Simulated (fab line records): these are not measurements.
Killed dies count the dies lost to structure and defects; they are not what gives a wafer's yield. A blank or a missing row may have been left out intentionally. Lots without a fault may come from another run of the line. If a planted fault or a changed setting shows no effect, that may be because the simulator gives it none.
Which tool did it?	flow n5 finfet	10 lots, 27 wafers sampled, at 5 steps of a route of 1938

== WHAT THE GAUGES READ, wafer by wafer ==
N5_BEOL_M4_RC_MEAS_101. Usual: DIBL_N 36.8 mV/V, standard deviation 1.5; DIBL_P 37.1 mV/V, standard deviation 2.1; IOFF_N 0.168 nA/um, standard deviation 0.03; IOFF_P 0.22 nA/um, standard deviation 0.034; ION_N 679 uA/um, standard deviation 12; ION_P 466 uA/um, standard deviation 8; SS_N 71.7 mV/dec, standard deviation 0.58; SS_P 73.5 mV/dec, standard deviation 0.67; VT_N 248.8 mV, standard deviation 2.7; VT_P -250 mV, standard deviation 3.3.
lot	measured	on	DIBL_N (mV/V)	DIBL_P (mV/V)	IOFF_N (nA/um)	IOFF_P (nA/um)	ION_N (uA/um)	ION_P (uA/um)	SS_N (mV/dec)	SS_P (mV/dec)	VT_N (mV)	VT_P (mV)	flag
L486	day 8 02:38	prober-01	37.6 37.3 38.0	39.4 37.8 39.2	0.203 0.181 0.197	0.29 0.25 0.28	694 679 679	475 466 470	71.2 71.3 71.7	74.3 73.5 74.9	245.8 249.1 247.4	-247 -248 -246	
L491	day 9 06:04	prober-01	35.4 35.6	37.0 37.2	0.167 0.183	0.22 0.22	671 684	469 470	71.3 71.2	74.0 73.4	247.2 244.9	-249 -247	
L492	day 9 15:44	prober-02	37.8 37.6	36.7 36.6	0.154 0.169	0.22 0.23	683 684	466 466	71.7 72.0	73.6 73.3	250.6 250.7	-246 -246	
L494	day 9 17:22	prober-01	38.6 35.1	40.4 36.2	0.222 0.148	0.23 0.16	688 680	457 458	71.9 70.8	74.1 72.7	245.8 249.5	-253 -257	
L498	day 11 02:07	prober-02	34.3 36.4 35.6	32.5 34.9 34.2	0.132 0.166 0.152	0.19 0.22 0.21	662 676 670	465 470 461	70.9 71.2 71.0	73.3 73.4 74.0	250.2 247.7 249.4	-251 -250 -250	
L502	day 12 05:23	prober-01	35.7 33.8 37.9	36.8 33.9 39.5	0.139 0.118 0.169	0.22 0.17 0.27	681 674 676	472 468 471	71.1 70.9 71.7	73.4 72.4 73.9	252.4 253.6 244.6	-251 -252 -246	
L506	day 13 00:08	prober-02	39.5 36.3 37.7	39.8 36.0 37.7	0.233 0.149 0.182	0.28 0.21 0.23	712 687 695	478 472 476	71.8 71.4 72.2	74.5 73.2 73.2	244.4 250.9 248.9	-247 -249 -250	
L505	day 13 06:37	prober-02	38.9 36.8 38.6	37.8 35.5 36.7	0.177 0.135 0.174	0.19 0.17 0.18	678 675 683	460 459 462	72.3 70.8 72.4	73.9 73.3 73.7	247.2 254.0 249.3	-256 -256 -257	
L507	day 13 08:35	prober-02	33.4 34.7 36.5	33.0 34.8 36.2	0.126 0.147 0.164	0.19 0.22 0.26	679 681 678	469 472 474	71.3 71.5 72.4	72.9 73.4 73.0	252.8 252.4 248.7	-251 -247 -246	
L508	day 14 02:40	prober-01	37.7 38.0 35.4	38.6 37.2 34.7	0.167 0.171 0.135	0.25 0.22 0.18	676 680 667	467 469 455	71.3 71.0 71.3	73.1 72.6 72.9	249.5 249.2 252.4	-246 -248 -251	

== WHAT TOOL EACH LOT RAN ON (gives the tool, then ch and the chambers of the sampled wafers, and finally the start) ==
lot	N5_BEOL_M1_DEP_57	N5_BEOL_M2_ILD_DEP_00	N5_BEOL_M2_ALD_98	N5_BEOL_M2_ETCHBACK_99
L486	pecvd-01 ch 1,2, day 6 21:09	pecvd-04 ch 0,1,2, day 6 21:17	ald sin-03 ch 0,1,3, day 7 01:08	rie diel-02 ch 0,1,2, day 7 02:01
L491	pecvd-04 ch 1,2, day 8 00:38	pecvd-03 ch 1,2, day 8 00:46	ald sin-03 ch 1,2, day 8 03:16	rie diel-02 ch 0,3, day 8 04:35
L492	pecvd-03 ch 1,2, day 8 06:14	pecvd-04 ch 0,2, day 8 06:22	ald sin-02 ch 3, day 8 09:38	rie diel-02 ch 2,3, day 8 12:38
L494	pecvd-01 ch 0,2, day 8 11:41	pecvd-04 ch 1, day 8 11:49	ald sin-02 ch 2,3, day 8 15:29	rie diel-02 ch 0,1, day 8 15:58
L498	pecvd-04 ch 0,1, day 9 12:34	pecvd-03 ch 0,1,2, day 9 12:43	ald sin-02 ch 0,2,3, day 9 14:42	rie diel-01 ch 0,2,3, day 9 18:23
L502	pecvd-01 ch 0,1,2, day 10 17:40	pecvd-04 ch 0,1, day 10 17:48	ald sin-03 ch 0,2, day 10 20:08	rie diel-06 ch 0,1, day 11 01:54
L506	pecvd-03 ch 0,1,2, day 11 11:21	pecvd-04 ch 0,1,2, day 11 11:29	ald sin-02 ch 0,1,2, day 11 14:05	rie diel-01 ch 0,1,2, day 11 21:30
L505	pecvd-01 ch 1,2, day 11 21:06	pecvd-02 ch 0,2, day 11 21:14	ald sin-01 ch 1,3, day 11 23:38	rie diel-06 ch 0,2, day 12 00:40
L507	pecvd-04 ch 0,2, day 12 01:06	pecvd-02 ch 0,1, day 12 01:14	ald sin-03 ch 1,3, day 12 03:36	rie diel-06 ch 0,3, day 12 03:48
L508	pecvd-03 ch 1,2, day 12 02:16	pecvd-04 ch 0,1,2, day 12 02:23	ald sin-01 ch 0,3, day 12 05:38	rie diel-01 ch 0,1,2, day 12 07:22
- N5_BEOL_M1_DEP_57: deposits SiCN from 3MS/NH3, target thk 8 nm, time 14 s.
- N5_BEOL_M2_ILD_DEP_00: deposits SiOC from DEMS/O2, target thk 79 nm, time 15.3 s.
- N5_BEOL_M2_ALD_98: deposits SiO2, target thk 2.5 nm, pulse time 1 s, co reactant pulse time 1 s.
- N5_BEOL_M2_ETCHBACK_99: etches SiO2 in CHF3, target depth 5 nm, time 10.4 s.

== WHAT THE TOOLS THEMSELVES READ (means of the sampled wafers that have a number; where no wafer has one, the mark that the record gives instead) ==
N5_BEOL_M1_DEP_57. Usual: showerhead plenum p Torr 3.664 Torr, standard deviation 0.01; throttle valve pct 9.3 %, standard deviation 0.74.
lot	tool	showerhead plenum p Torr (Torr)	throttle valve pct (%)	flag
L486	pecvd-01	3.653	8.9	
L491	pecvd-04	3.668	9.6	
L492	pecvd-03	3.667	9.1	
L494	pecvd-01	3.662	8.6	
L498	pecvd-04	3.662	9.9	
L502	pecvd-01	3.654	9.1	
L506	pecvd-03	3.675	9.4	
L505	pecvd-01	3.659	8.7	
L507	pecvd-04	3.656	8.7	
L508	pecvd-03	3.669	9.3	

N5_BEOL_M2_ILD_DEP_00. Usual: heater power w 496 W, standard deviation 50; showerhead plenum p Torr 5.697 Torr, standard deviation 0.014; throttle valve pct 12.4 %, standard deviation 0.82.
lot	tool	heater power w (W)	showerhead plenum p Torr (Torr)	throttle valve pct (%)	flag
L486	pecvd-04	463	5.688	12.4	
L491	pecvd-03	498	5.699	12.1	
L492	pecvd-04	472	5.694	11.7	
L494	pecvd-04	532	5.698	13.9	
L498	pecvd-03	513	5.710	12.3	
L502	pecvd-04	463	5.683	12.6	
L506	pecvd-04	519	5.691	12.0	
L505	pecvd-02	435	5.688	12.1	
L507	pecvd-02	487	5.701	12.3	
L508	pecvd-04	489	5.687	12.2	

N5_BEOL_M2_ALD_98. Usual: heater power w 80 W, standard deviation 11; precursor pulse height rel 0.996, standard deviation 0.02.
lot	tool	heater power w (W)	precursor pulse height rel	flag
L486	ald sin-03	84	1.003	
L491	ald sin-03	98	0.998	
L492	ald sin-02	84	0.970	
L494	ald sin-02	80	0.986	
L498	ald sin-02	79	0.986	
L502	ald sin-03	72	0.996	
L506	ald sin-02	77	0.990	
L505	ald sin-01	75	0.973	
L507	ald sin-03	90	1.003	
L508	ald sin-01	76	1.005	

N5_BEOL_M2_ETCHBACK_99. Usual: drypump motor current A 5.7 A, standard deviation 0.5; oes product au 0.83 a.u., standard deviation 0.091; rf vpp V 239 V, standard deviation 5; showerhead plenum p Torr 2.16 Torr, standard deviation 0.08; throttle valve pct 17.06 %, standard deviation 0.22.
lot	tool	drypump motor current A (A)	oes product au (a.u.)	rf vpp V (V)	showerhead plenum p Torr (Torr)	throttle valve pct (%)	flag
L486	rie diel-02	5.9	0.88	239	2.20	16.97	
L491	rie diel-02	5.8	1.14	236	2.21	17.00	OFF
L492	rie diel-02	5.9	1.14	242	2.16	16.95	OFF
L494	rie diel-02	5.9	1.17	234	2.20	17.04	OFF
L498	rie diel-01	5.4	0.84	241	2.14	16.91	
L502	rie diel-06	5.9	0.86	239	2.23	16.90	
L506	rie diel-01	5.3	0.76	239	2.12	17.17	
L505	rie diel-06	5.6	0.73	234	2.23	17.36	
L507	rie diel-06	5.7	0.80	237	2.21	17.06	
L508	rie diel-01	5.3	0.75	239	2.12	17.18	

== THE ANSWER, worked out from the rows above alone ==
Rule: take the mean of a lot's wafers that have a number; if it is more than 3 standard deviations from the usual mean, the lot is off. A lot without any number at a reading at which 4 lots or more have one is off too. Any other lot the step has rows for is counted as sound. The gauges are gone through in route order, then the tools' own readings, and for those a lot's mean is taken as printed above. At the first step where some lot is off, the reading lying furthest off is the one used; lots without a number count as furthest.
Off: L491, L492, L494, at N5_BEOL_M2_ETCHBACK_99 (oes product au).
If a tool, at that step or one of the process steps before it, ran each lot that is off and ran no sound lot following the first of them, it fits. One fits: N5_BEOL_M2_ETCHBACK_99 on rie diel-02. Its last sound lot is L486 (day 7 02:01), its first lot that is off L491 (day 8 04:35): a fault that began between those two fits.
The tool's own readings at N5_BEOL_M2_ETCHBACK_99 bear it out: on the lots that are off they differ by more than 5 times the standard deviation of the sound lots' means. oes product au reads 1.15 a.u. there against 0.80 a.u. on the sound lots.

== WHAT THE SIMULATOR HAD INSERTED ==
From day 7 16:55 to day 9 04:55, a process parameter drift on rie diel-02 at N5_BEOL_M2_ETCHBACK_99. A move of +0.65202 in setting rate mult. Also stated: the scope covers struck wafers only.
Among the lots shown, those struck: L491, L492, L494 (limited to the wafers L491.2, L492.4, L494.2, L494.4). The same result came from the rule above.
